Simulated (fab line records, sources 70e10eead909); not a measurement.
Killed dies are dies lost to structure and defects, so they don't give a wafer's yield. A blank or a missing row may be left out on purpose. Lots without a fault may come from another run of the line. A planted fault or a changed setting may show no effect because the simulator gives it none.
Which tool did it? | flow nand_harc | 24 lots, 72 wafers sampled, at 5 steps of a route of 1302

WHAT THE GAUGES READ, wafer by wafer
NHARC_P_M0_INSPECT_11. Usual: raw_defect_count 4.5, standard deviation 2.7.
lot  | measured     | on                | raw_defect_count | flag
L075 | day 6 17:29  | defect_inspect-01 | 4 10 5           |
L076 | day 7 06:08  | defect_inspect-02 | 3 4 2            |
L077 | day 7 11:17  | defect_inspect-01 | 2 0 3            |
L074 | day 7 13:22  | defect_inspect-01 | 6 4 4            |
L078 | day 7 18:16  | defect_inspect-01 | 8 3 6            |
L079 | day 8 02:13  | defect_inspect-02 | 1 9 7            |
L080 | day 8 14:24  | defect_inspect-01 | 10 7 7           |
L081 | day 8 23:45  | defect_inspect-02 | 6 4 1            |
L082 | day 9 14:17  | defect_inspect-02 | 5 16 12          |
L083 | day 9 18:37  | defect_inspect-01 | 7 3 4            |
L085 | day 10 15:17 | defect_inspect-01 | 4 3 2            |
L084 | day 10 18:14 | defect_inspect-01 | 6 1 4            |
L086 | day 11 01:47 | defect_inspect-01 | 2 2 8            |
L087 | day 12 08:07 | defect_inspect-02 | 5 3 2            |
L088 | day 12 08:40 | defect_inspect-01 | 2 4 4            |
L089 | day 12 21:50 | defect_inspect-01 | 3 3 2            |
L090 | day 12 23:11 | defect_inspect-01 | 6 2 2            |
L091 | day 13 05:45 | defect_inspect-01 | 1 4 3            |
L093 | day 13 17:31 | defect_inspect-01 | 1 0 1            |
L092 | day 13 19:49 | defect_inspect-01 | 7 7 6            |
L094 | day 14 06:41 | defect_inspect-01 | 2 7 11           |
L095 | day 14 22:58 | defect_inspect-01 | 7 7 7            |
L096 | day 15 03:11 | defect_inspect-01 | 3 3 2            |
L097 | day 15 14:36 | defect_inspect-02 | 5 4 4            |

NHARC_P_BONDPAD_OVL_MEAS_38. Usual: overlay_x_nm 1 nm, standard deviation 5.2; overlay_y_nm 2 nm, standard deviation 4.7.
lot  | measured     | on         | overlay_x_nm (nm) | overlay_y_nm (nm) | flag
L075 | day 7 07:01  | overlay-02 | -9 -9 -9          | 0 1 1             |
L076 | day 7 19:10  | overlay-02 | 1 1 1             | 8 8 8             |
L077 | day 7 23:54  | overlay-02 | -4 -5 -5          | 4 4 5             |
L074 | day 8 02:23  | overlay-01 | 11 10 10          | -1 -2 -2          |
L078 | day 8 06:58  | overlay-02 | 0 0 0             | 1 1 2             |
L079 | day 8 14:45  | overlay-02 | -2 -3 -2          | -6 -6 -6          |
L080 | day 9 03:07  | overlay-01 | 8 9 9             | -2 -2 -1          |
L081 | day 9 12:43  | overlay-02 | 2 2 2             | 4 5 5             |
L082 | day 10 02:38 | overlay-02 | -5 -6 -6          | 1 1 1             |
L083 | day 10 07:23 | overlay-02 | -4 -5 -4          | -1 -1 -1          |
L085 | day 11 04:05 | overlay-02 | -2 -2 -2          | 1 2 2             |
L084 | day 11 06:53 | overlay-01 | -2 -2 -2          | 10 11 12          |
L086 | day 11 14:40 | overlay-02 | 5 5 6             | 7 7 7             |
L087 | day 12 20:41 | overlay-01 | 4 3 4             | -1 -1 -2          |
L088 | day 12 21:49 | overlay-01 | 4 5 5             | 8 8 8             |
L089 | day 13 10:46 | overlay-02 | 5 6 5             | -3 -4 -3          |
L090 | day 13 12:01 | overlay-01 | 4 4 3             | -1 -2 -2          |
L091 | day 13 18:24 | overlay-01 | 9 9 10            | 0 0 1             |
L093 | day 14 06:28 | overlay-01 | -5 -6 -5          | -1 -1 -1          |
L092 | day 14 09:07 | overlay-02 | 1 1 1             | -5 -5 -5          |
L094 | day 14 19:59 | overlay-01 | -1 -1 -1          | -1 0 0            |
L095 | day 15 11:49 | overlay-01 | 6 6 6             | 3 3 3             |
L096 | day 15 16:44 | overlay-02 | -6 -7 -5          | 13 13 12          |
L097 | day 16 03:03 | overlay-01 | -1 -2 -2          | -3 -3 -3          |

NHARC_P_BONDPAD_CD_MEAS_13. Usual: cd_nm 500.8 nm, standard deviation 2.4.
lot  | measured     | on        | cd_nm (nm)        | flag
L075 | day 7 07:28  | cd_sem-01 | 496.2 496.0 500.4 |
L076 | day 7 19:37  | cd_sem-01 | 502.6 503.1 502.5 |
L077 | day 8 00:20  | cd_sem-03 | 503.8 498.1 502.3 |
L074 | day 8 02:50  | cd_sem-02 | 496.4 499.5 499.3 |
L078 | day 8 07:25  | cd_sem-02 | 500.5 499.7 498.0 |
L079 | day 8 15:11  | cd_sem-01 | 502.8 503.5 500.9 |
L080 | day 9 03:34  | cd_sem-03 | 500.7 501.5 497.4 |
L081 | day 9 13:10  | cd_sem-03 | 500.8 505.8 502.7 |
L082 | day 10 03:05 | cd_sem-03 | 501.4 502.6 501.1 |
L083 | day 10 07:52 | cd_sem-03 | 502.1 503.8 502.7 |
L085 | day 11 04:32 | cd_sem-02 | 502.9 496.3 501.0 |
L084 | day 11 07:22 | cd_sem-01 | 499.8 501.4 501.6 |
L086 | day 11 15:06 | cd_sem-02 | 501.1 499.4 503.7 |
L087 | day 12 21:07 | cd_sem-03 | 502.7 504.2 503.6 |
L088 | day 12 22:18 | cd_sem-02 | 500.3 500.9 501.3 |
L089 | day 13 11:12 | cd_sem-03 | 496.7 497.5 497.6 |
L090 | day 13 12:28 | cd_sem-02 | 503.9 501.1 502.9 |
L091 | day 13 18:51 | cd_sem-01 | 496.6 500.3 499.5 |
L093 | day 14 06:54 | cd_sem-03 | 502.5 505.7 504.3 |
L092 | day 14 09:36 | cd_sem-02 | 498.0 498.9 498.2 |
L094 | day 14 20:26 | cd_sem-02 | 499.0 501.3 502.9 |
L095 | day 15 12:16 | cd_sem-03 | 500.4 499.7 499.9 |
L096 | day 15 17:11 | cd_sem-03 | 504.6 505.6 504.0 |
L097 | day 16 03:32 | cd_sem-02 | 501.7 498.4 501.7 |

WHICH TOOL RAN EACH LOT (tool, then ch and the chambers of the sampled wafers, then the start)
lot  | NHARC_P_M0_PRE_CLEAN_29                 | NHARC_P_M2_DEGAS_29
L075 | pvd_sputter-03, day 7 03:23 or earlier  | pvd_sputter-02, day 7 03:23
L076 | pvd_sputter-03, day 7 15:37 or earlier  | pvd_sputter-02, day 7 15:37
L077 | pvd_sputter-03, day 7 20:38 or earlier  | pvd_sputter-03, day 7 20:38
L074 | pvd_sputter-01, day 7 23:04 or earlier  | pvd_sputter-03, day 7 23:04
L078 | pvd_sputter-02, day 8 03:34 or earlier  | pvd_sputter-01, day 8 03:34
L079 | pvd_sputter-01, day 8 11:25 or earlier  | pvd_sputter-01, day 8 11:25
L080 | pvd_sputter-02, day 8 23:50 or earlier  | pvd_sputter-01, day 8 23:50
L081 | pvd_sputter-03, day 9 09:25 or earlier  | pvd_sputter-01, day 9 09:25
L082 | pvd_sputter-03, day 9 23:21 or earlier  | pvd_sputter-03, day 9 23:21
L083 | pvd_sputter-01, day 10 03:58 or earlier | pvd_sputter-01, day 10 03:58
L085 | pvd_sputter-02, day 11 00:42 or earlier | pvd_sputter-01, day 11 00:42
L084 | pvd_sputter-03, day 11 03:21 or earlier | pvd_sputter-03, day 11 03:21
L086 | pvd_sputter-02, day 11 11:14 or earlier | pvd_sputter-03, day 11 11:14
L087 | pvd_sputter-02, day 12 17:23 or earlier | pvd_sputter-02, day 12 17:23
L088 | pvd_sputter-01, day 12 18:25 or earlier | pvd_sputter-03, day 12 18:25
L089 | pvd_sputter-01, day 13 07:18 or earlier | pvd_sputter-02, day 13 07:18
L090 | pvd_sputter-03, day 13 08:35 or earlier | pvd_sputter-03, day 13 08:35
L091 | pvd_sputter-01, day 13 15:02 or earlier | pvd_sputter-03, day 13 15:02
L093 | pvd_sputter-02, day 14 03:07 or earlier | pvd_sputter-01, day 14 03:07
L092 | pvd_sputter-03, day 14 05:31 or earlier | pvd_sputter-03, day 14 05:31
L094 | pvd_sputter-02, day 14 16:35 or earlier | pvd_sputter-03, day 14 16:35
L095 | pvd_sputter-02, day 15 08:23 or earlier | pvd_sputter-01, day 15 08:23
L096 | pvd_sputter-01, day 15 13:19 or earlier | pvd_sputter-02, day 15 13:19
L097 | pvd_sputter-01, day 15 23:45 or earlier | pvd_sputter-03, day 15 23:45
- NHARC_P_M0_PRE_CLEAN_29: time 30 s.
- NHARC_P_M2_DEGAS_29: time 60 s.

WHAT THE TOOLS THEMSELVES READ (means of the sampled wafers that have a number; where no wafer has one, the mark that the record gives instead)
NHARC_P_M0_PRE_CLEAN_29. Usual: heater_power_w 405 W, standard deviation 40.
lot  | tool           | heater_power_w (W) | flag
L075 | pvd_sputter-03 | 390                |
L076 | pvd_sputter-03 | 400                |
L077 | pvd_sputter-03 | 398                |
L074 | pvd_sputter-01 | 407                |
L078 | pvd_sputter-02 | 387                |
L079 | pvd_sputter-01 | 426                |
L080 | pvd_sputter-02 | 403                |
L081 | pvd_sputter-03 | 423                |
L082 | pvd_sputter-03 | 430                |
L083 | pvd_sputter-01 | 432                |
L085 | pvd_sputter-02 | 394                |
L084 | pvd_sputter-03 | 375                |
L086 | pvd_sputter-02 | 355                |
L087 | pvd_sputter-02 | 408                |
L088 | pvd_sputter-01 | 398                |
L089 | pvd_sputter-01 | 432                |
L090 | pvd_sputter-03 | 396                |
L091 | pvd_sputter-01 | 383                |
L093 | pvd_sputter-02 | 384                |
L092 | pvd_sputter-03 | 396                |
L094 | pvd_sputter-02 | 405                |
L095 | pvd_sputter-02 | 378                |
L096 | pvd_sputter-01 | 392                |
L097 | pvd_sputter-01 | 414                |

NHARC_P_M2_DEGAS_29. Usual: heater_power_w 333 W, standard deviation 31.
lot  | tool           | heater_power_w (W) | flag
L075 | pvd_sputter-02 | 317                |
L076 | pvd_sputter-02 | 348                |
L077 | pvd_sputter-03 | 325                |
L074 | pvd_sputter-03 | 310                |
L078 | pvd_sputter-01 | 351                |
L079 | pvd_sputter-01 | 370                |
L080 | pvd_sputter-01 | 316                |
L081 | pvd_sputter-01 | 371                |
L082 | pvd_sputter-03 | 333                |
L083 | pvd_sputter-01 | 344                |
L085 | pvd_sputter-01 | 350                |
L084 | pvd_sputter-03 | 358                |
L086 | pvd_sputter-03 | 303                |
L087 | pvd_sputter-02 | 321                |
L088 | pvd_sputter-03 | 344                |
L089 | pvd_sputter-02 | 332                |
L090 | pvd_sputter-03 | 334                |
L091 | pvd_sputter-03 | 341                |
L093 | pvd_sputter-01 | 331                |
L092 | pvd_sputter-03 | 327                |
L094 | pvd_sputter-03 | 330                |
L095 | pvd_sputter-01 | 336                |
L096 | pvd_sputter-02 | 315                |
L097 | pvd_sputter-03 | 337                |

THE ANSWER, worked out from the rows above alone
Rule: a lot is off if the mean of its wafers that have a number lies more than 3 standard deviations from the usual mean. A lot without any number at a reading at which 4 lots or more have one is off too. The other lots that the step has rows for count as sound. The gauges are gone through in route order, then the tools' own readings, and for those a lot's mean is taken as printed above. The first step at which some lot is off is used, and at that step the reading that is off furthest; a lot without a number counts as furthest.
No lot is off at any reading shown: from this, nothing can be told.

WHAT THE SIMULATOR HAD PUT IN
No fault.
